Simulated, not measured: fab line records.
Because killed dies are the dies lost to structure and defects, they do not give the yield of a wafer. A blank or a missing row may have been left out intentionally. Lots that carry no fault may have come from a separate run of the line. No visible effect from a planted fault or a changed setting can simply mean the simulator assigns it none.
Split-lot study ; flow n5Finfet ; 21 wafers read from 7 lots, route of 1938 steps

## ABOUT THE SPLIT
At N5_BEOL_M0_SAQP_COAT_81 (time 60 s, resist thk 100 nm), the setting spinRpm was moved away from the recipe's 1500 rpm on 7 of the 21 wafers read, by -8.8% to +8.6%. All remaining wafers had this setting at the recipe value.

## FROM THE SPLIT TO THE READING: what the file shows between them, 4 steps
- N5_BEOL_M0_SAQP_COAT_82: time 60 s, resist thk 30 nm
- N5_BEOL_M0_SAQP_COAT_08: resist thk 90 nm
- N5_BEOL_M0_SAQP_DESCUM_19: chemistry O2, time 7.9 s
- N5_BEOL_M0_SAQP_ETCH_83: etches SiARC in CF4, target depth 39 nm, time 65 s

## THE READING
etch.depthNm (the simulator's own value, which no gauge read), in nm, at N5_BEOL_M0_SAQP_ETCH_84 (etches SOC in N2/H2, target depth 100 nm, overetch 20 nm, time 150 s). No usual value for it is given in the file. The 14 wafers here that ran the recipe average 100.13 nm, standard deviation 0.3 nm.

wafer;tool, chamber at the split;spinRpm as run, rpm;against the recipe;etch.depthNm, nm;against lot-mates on the recipe
L075.3;lithoTrack-05, 0;1500;recipe;99.87;-
L075.4;lithoTrack-05, 0;1368;-8.8%;104.5;+4.72
L075.6;lithoTrack-05, 0;1500;recipe;99.7;-
L076.3;lithoTrack-01, 0;1376;-8.3%;104.6;+4.60
L076.5;lithoTrack-01, 0;1376;-8.3%;104.6;+4.60
L076.6;lithoTrack-01, 0;1500;recipe;100;-
L080.1;lithoTrack-05, 0;1500;recipe;100.5;-
L080.2;lithoTrack-05, 0;1500;recipe;100.7;-
L080.3;lithoTrack-05, 0;1500;recipe;100.7;-
L081.1;lithoTrack-03, 0;1500;recipe;100.1;-
L081.2;lithoTrack-03, 0;1500;recipe;99.94;-
L081.4;lithoTrack-03, 0;1500;recipe;100.2;-
L083.2;lithoTrack-01, 0;1500;recipe;100.3;-
L083.5;lithoTrack-01, 0;1500;recipe;100.1;-
L083.6;lithoTrack-01, 0;1382;-7.9%;104.3;+4.10
L085.4;lithoTrack-05, 0;1500;recipe;99.92;-
L085.5;lithoTrack-05, 0;1629;+8.6%;95.79;-4.13
L085.6;lithoTrack-05, 0;1629;+8.6%;95.83;-4.09
L092.2;lithoTrack-01, 0;1379;-8.1%;104.6;+4.68
L092.5;lithoTrack-01, 0;1500;recipe;99.9;-
L092.6;lithoTrack-01, 0;1500;recipe;99.94;-

FIT RESULTS
A straight line over all 21 wafers: etch.depthNm changes by -0.521 nm for each +1% of spinRpm; r = -0.99; the points scatter about the line by 0.28 nm.
The same after taking each lot's own level away (the mean of its wafers on the recipe; 21 wafers): -0.524 nm for each +1%; r = -1.00; scatter 0.18 nm.
Per that fit: largest spinRpm move, reading shift of 4.6 nm.
From 99.785 to 100.633 nm: that is the span of the lots' own levels, equal to 2.8 times the standard deviation above.
The two slopes are in agreement: the lot-to-lot level therefore moves the slope only a little.
Check: for one of the wafers moved furthest among these (-8.8%), held out of the fit, the line's prediction against its lot-mates is +4.69 nm. It came out at +4.72 nm against them.

## OTHER SPLITS ON THESE WAFERS
Note: prior to the reading, these wafers also went through further splits. Each is held against what the fit with the lots' levels taken away leaves over:
other split on the same wafers;wafers away from the commonest value;r with etch.depthNm (lot level and that fit taken away)
N5_SD_EPI_N_EPI_21 epiGrowthTimeS;9;+0.19
N5_SD_EPI_P_COAT_34 spinRpm;7;-0.11
N5_SDB_ALD_29 aldCycles;8;+0.46
N5_HKMG_FIN_ETCH_32 biasW;9;+0.08
N5_GATE_CUT_ALD_22 aldCycles;11;+0.33
N5_MOL_CONTACT_COAG_ETCH_91 timeS;7;+0.18
N5_BEOL_M0_SAQP_HM_DEP_02 targetThkA;9;-0.02

## THE WHOLE CHAIN: every reading that the file lists as answering this split, in the file's order
step;what it does;reading;change (the file's fit);r (the file's)
N5_BEOL_M0_SAQP_COAT_81;time 60 s, resist thk 100 nm;SOC_of_BEOL_M0_SAQP_COAT_81.thkNm (the simulator's own value, which no gauge read);-0.533 nm for each +1% of the setting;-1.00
N5_BEOL_M0_SAQP_ETCH_84;etches SOC in N2/H2, target depth 100 nm, overetch 20 nm, time 150 s;etch.depthNm (the simulator's own value, which no gauge read);-0.532 nm for each +1% of the setting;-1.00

## THE FILE'S OWN FIT
etch.depthNm changes by -0.532 nm for each +1% of spinRpm, r = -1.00.
